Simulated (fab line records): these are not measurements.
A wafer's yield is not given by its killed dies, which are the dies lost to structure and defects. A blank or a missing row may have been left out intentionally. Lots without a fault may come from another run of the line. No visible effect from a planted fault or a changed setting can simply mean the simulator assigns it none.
Shared-tool check | flow nand-harc | 40 wafers sampled across 14 lots

## WHY IT WAS OPENED
At NHARC_A_ONON_D1_THK_MEAS_21 the reading thk-nm is flagged on 2 of 14 lots. No-fault wafers: 1000 nm, standard deviation 9.8.
Rule: a lot is flagged when every wafer of it that has a number lies more than 4 standard deviations from that mean, or none has a number. All remaining lots are regarded as sound.

lot  | measured     | on            | thk-nm (nm), wafer by wafer | flag
L954 | day 8 13:32  | film-metro-02 | 995 994 993                 |
L963 | day 12 15:12 | film-metro-02 | 1495 1494                   | FLAGGED
L964 | day 12 18:59 | film-metro-01 | 1481 1481                   | FLAGGED
L966 | day 13 11:07 | film-metro-01 | 1001 1000 1000              |
L967 | day 14 06:35 | film-metro-01 | 992 991 992                 |
L968 | day 14 06:35 | film-metro-02 | 990 992 991                 |
L969 | day 15 01:10 | film-metro-02 | 985 988 988                 |
L971 | day 15 09:02 | film-metro-01 | 1004 1003 1003              |
L970 | day 15 09:04 | film-metro-02 | 1013 1013 1012              |
L972 | day 15 23:35 | film-metro-01 | 1011 1013 1013              |
L974 | day 16 16:47 | film-metro-01 | 1009 1009 1012              |
L973 | day 16 16:47 | film-metro-01 | 987 990 988                 |
L975 | day 17 06:55 | film-metro-02 | 1000 1002 999               |
L976 | day 18 03:14 | film-metro-01 | 1009 1009 1011              |
The mean of the flagged lots' numbers is 1488 nm, +488 nm from the usual (+50 standard deviations).

## WHICH TOOL RAN EACH LOT
2 process steps preceding the reading are held in the record, out of 1302 steps in the route. In each cell: the tool, then ch and the chambers that the sampled wafers went through, then the start.
lot  | flag    | NHARC_P_BONDPAD_DESCUM_11          | NHARC_A_ONON_D1_DEP_19
L954 |         | rie-diel-08 ch 0,1,2, day 6 23:56  | pecvd-onon-04 ch 0, day 8 13:01
L963 | FLAGGED | rie-diel-11 ch 3, day 10 22:16     | pecvd-onon-04 ch 0, day 12 14:48
L964 | FLAGGED | rie-diel-08 ch 0, day 11 05:46     | pecvd-onon-04 ch 0, day 12 18:35
L966 |         | rie-diel-03 ch 1,2,3, day 11 19:25 | pecvd-onon-01 ch 0, day 13 10:40
L967 |         | rie-diel-11 ch 1,2,3, day 12 18:59 | pecvd-onon-01 ch 0, day 14 06:07
L968 |         | rie-diel-11 ch 0,1,2, day 12 18:11 | pecvd-onon-03 ch 0, day 14 06:08
L969 |         | rie-diel-11 ch 0,3, day 13 12:29   | pecvd-onon-01 ch 0, day 15 00:40
L971 |         | rie-diel-11 ch 0,1, day 13 21:37   | pecvd-onon-03 ch 0, day 15 08:32
L970 |         | rie-diel-03 ch 0,2, day 13 19:50   | pecvd-onon-01 ch 0, day 15 08:34
L972 |         | rie-diel-11 ch 0,1,2, day 14 11:08 | pecvd-onon-03 ch 0, day 15 23:11
L974 |         | rie-diel-03 ch 1,2, day 15 03:25   | pecvd-onon-04 ch 0, day 16 16:27
L973 |         | rie-diel-03 ch 0,2,3, day 15 03:55 | pecvd-onon-01 ch 0, day 16 16:20
L975 |         | rie-diel-11 ch 0,2,3, day 15 16:25 | pecvd-onon-04 ch 0, day 17 06:25
L976 |         | rie-diel-11 ch 0,2,3, day 16 12:49 | pecvd-onon-04 ch 0, day 18 02:50
What is done by these steps:
- NHARC_P_BONDPAD_DESCUM_11: chemistry O2, time 3 s.
- NHARC_A_ONON_D1_DEP_19: target thk 1000 nm.
- NHARC_A_ONON_D1_THK_MEAS_21: measures by ellipsometry.

## FLAGGED AGAINST TOTAL, ONE TOOL AT A TIME (gauges that did the reading follow at the end)
step                        | tool          | lots run | flagged | share of the flagged lots | sound lots run after its first flagged lot
NHARC_P_BONDPAD_DESCUM_11   | rie-diel-03   | 4        | 0       | none                      | -
NHARC_P_BONDPAD_DESCUM_11   | rie-diel-08   | 2        | 1       | some                      | 0
NHARC_P_BONDPAD_DESCUM_11   | rie-diel-11   | 8        | 1       | some                      | 7 (L968,L967,L969,L971,L972,L975,L976)
NHARC_A_ONON_D1_DEP_19      | pecvd-onon-01 | 5        | 0       | none                      | -
NHARC_A_ONON_D1_DEP_19      | pecvd-onon-03 | 3        | 0       | none                      | -
NHARC_A_ONON_D1_DEP_19      | pecvd-onon-04 | 6        | 2       | all                       | 3 (L974,L975,L976)
NHARC_A_ONON_D1_THK_MEAS_21 | film-metro-01 | 8        | 1       | some                      | 7 (L966,L967,L971,L972,L974,L973,L976)
NHARC_A_ONON_D1_THK_MEAS_21 | film-metro-02 | 6        | 1       | some                      | 4 (L968,L969,L970,L975)

## WHAT THE TABLE PERMITS
In the table, 1 row covers all flagged lots: pecvd-onon-04 at NHARC_A_ONON_D1_DEP_19.
- pecvd-onon-04 at NHARC_A_ONON_D1_DEP_19 ran 6 lots, 2 of them flagged. After the first flagged lot (L974, L975, L976), sound lots still ran on it; a lasting fault on the whole tool would not permit that.
There is no row in the table that ran each flagged lot and no sound lot after the first.

## WHAT THE SIMULATOR PUT IN
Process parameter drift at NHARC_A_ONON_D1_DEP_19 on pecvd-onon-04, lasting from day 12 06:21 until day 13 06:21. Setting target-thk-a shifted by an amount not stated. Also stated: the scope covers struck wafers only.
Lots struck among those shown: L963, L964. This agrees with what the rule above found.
